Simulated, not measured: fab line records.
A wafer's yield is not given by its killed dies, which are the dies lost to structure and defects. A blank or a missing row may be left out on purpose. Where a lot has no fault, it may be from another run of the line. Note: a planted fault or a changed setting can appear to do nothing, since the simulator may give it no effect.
A struck lot beside a sound one + flow n5_finfet + 16 steps out of a route of 1938
Sound: the wafers L151.4, L151.5, L151.6. Struck: wafer L162.6 (left out: L162.1, L162.3 of the same lot, which were not struck); the cause appears at the end.
Each step with rows lists, per side, the tool, then ch with its chambers, then its first start. Under that, the readings that differ: sound wafers + struck wafers + difference of the means + sigmas: that difference in standard deviations of wafers without a fault.
alike: a reading whose means differ by less than 2 such deviations, as well as words and numbers matching on both sides. not compared: withheld readings; readings where some wafer has no value; bounds like >300 that might hide an equal value; numbers whose values overlap and for which the record gives no deviation.
The two part at a step that has a row with sigmas, a row that says differs or no value, or rows on one side only. When numbers do not overlap yet have no deviation, they are printed without sigmas and do not part them. A reading missing from all wafers of one side parts the sides only when that side holds two or more wafers.

N5_BEOL_M3_SPUTTER_90: material Cu, target thk 4.5 nm, time 8.29 s.
  sound on pvd_sputter-01, day 8 14:08; struck on pvd_sputter-01, day 12 09:48
  alike: chamber_pressure_pa, throttle_valve_pct
then, 1 step without rows for these wafers: N5_BEOL_M3_ANNEAL_91 (time 240 s).
N5_BEOL_M3_SPUTTER_92: material Cu, target thk 4.5 nm, time 8.29 s.
  sound on pvd_sputter-01, day 8 14:22; struck on pvd_sputter-01, day 12 10:01
  alike: chamber_pressure_pa, throttle_valve_pct
then, 2 steps without rows for these wafers: N5_BEOL_M3_ANNEAL_93 (time 240 s); N5_BEOL_M3_SPUTTER_94 (material Cu, target thk 4.5 nm, time 8.29 s).
N5_BEOL_M3_ANNEAL_95: time 240 s.
  sound on pvd_sputter-01, day 8 14:40; struck on pvd_sputter-01, day 12 10:19
  alike: heater_power_w
then, 2 steps without rows for these wafers: N5_BEOL_M3_SPUTTER_96 (material Cu, target thk 4.5 nm, time 8.29 s); N5_BEOL_M3_ECD_50 (material Cu, target thk 300 nm).
N5_BEOL_M3_ANNEAL_51: time 90 s.
  sound on rtp_anneal-02 ch 0, day 8 19:30; struck on rtp_anneal-01 ch 0, day 12 10:40
  alike: wafer_temp_C_max
N5_BEOL_M3_CMP_52: polishes, stops on SiOC, t overpolish 6.8 s, target thk 40 nm.
  sound on cmp-03 ch 0,1, day 8 19:40; struck on cmp-03 ch 3, day 12 11:00
| reading                | sound          | struck | difference | sigmas |
|------------------------|----------------|--------|------------|--------|
| motor_current_A (A)    | 8.0 6.0 8.0    | 4.7    | -2.6       | -3     |
| time_to_endpoint_s (s) | 57.8 58.9 59.2 | 64.7   | +6.1       | +2     |
  alike: barrier_field_endpoint_s, clearing_platen_down_force_psi, overpolish_run_s, retaining_ring_pressure_frac
N5_BEOL_M3_THK_MEAS_53: measures by xrf.
  sound on film_metro-01, day 8 19:58; struck on film_metro-02, day 12 11:15
  alike: M3_THK
then, 1 step without rows for these wafers: N5_BEOL_M3_PRE_CLEAN_60 (time 15 s).
N5_BEOL_M3_CO_CAP_55: material Co, precursor CCTBA/H2, target thk 2 nm, time 102.1 s.
  sound on cvd_co-01 ch 0,1,2, day 8 20:04; struck on cvd_co-02 ch 0, day 12 11:20
| reading                                   | sound             | struck | difference | sigmas |
|-------------------------------------------|-------------------|--------|------------|--------|
| run_length_s (s)                          | 125.1 124.9 123.9 | 168.1  | +43.5      | +85    |
| model.Co_of_BEOL_M3_CO_CAP_55.thk_nm (nm) | 2 2.2 2           | 2.8    | +0.7       |        |
  alike: chamber_pressure_Torr, heater_power_w
then, 1 step without rows for these wafers: N5_BEOL_M3_PRE_CLEAN_56 (time 15 s).
N5_BEOL_M4_RC_MEAS_101:
  sound on prober-01 ch 0, day 9 07:01; struck on prober-01 ch 0, day 13 03:56
| reading        | sound          | struck | difference | sigmas |
|----------------|----------------|--------|------------|--------|
| DIBL_N (mV/V)  | 32.2 34.3 34.2 | 37.0   | +3.4       | +2     |
| IOFF_P (nA/um) | 0.12 0.15 0.15 | 0.27   | +0.13      | +4     |
| ION_P (uA/um)  | 438 443 448    | 470    | +27        | +3     |
| SS_P (mV/dec)  | 72.4 72.3 73.0 | 73.7   | +1.1       | +2     |
| VT_P (mV)      | -260 -255 -256 | -244   | +13        | +3     |
  alike: DIBL_P, IOFF_N, ION_N, SS_N, VT_N
after that, 1 step had no rows for these wafers: N5_PASSIVATION_PROBE_49.

== WHERE THEY PART ==
Earliest at N5_BEOL_M3_CMP_52; latest, in this record, at N5_BEOL_M4_RC_MEAS_101.

WHY: the cause the simulator had injected
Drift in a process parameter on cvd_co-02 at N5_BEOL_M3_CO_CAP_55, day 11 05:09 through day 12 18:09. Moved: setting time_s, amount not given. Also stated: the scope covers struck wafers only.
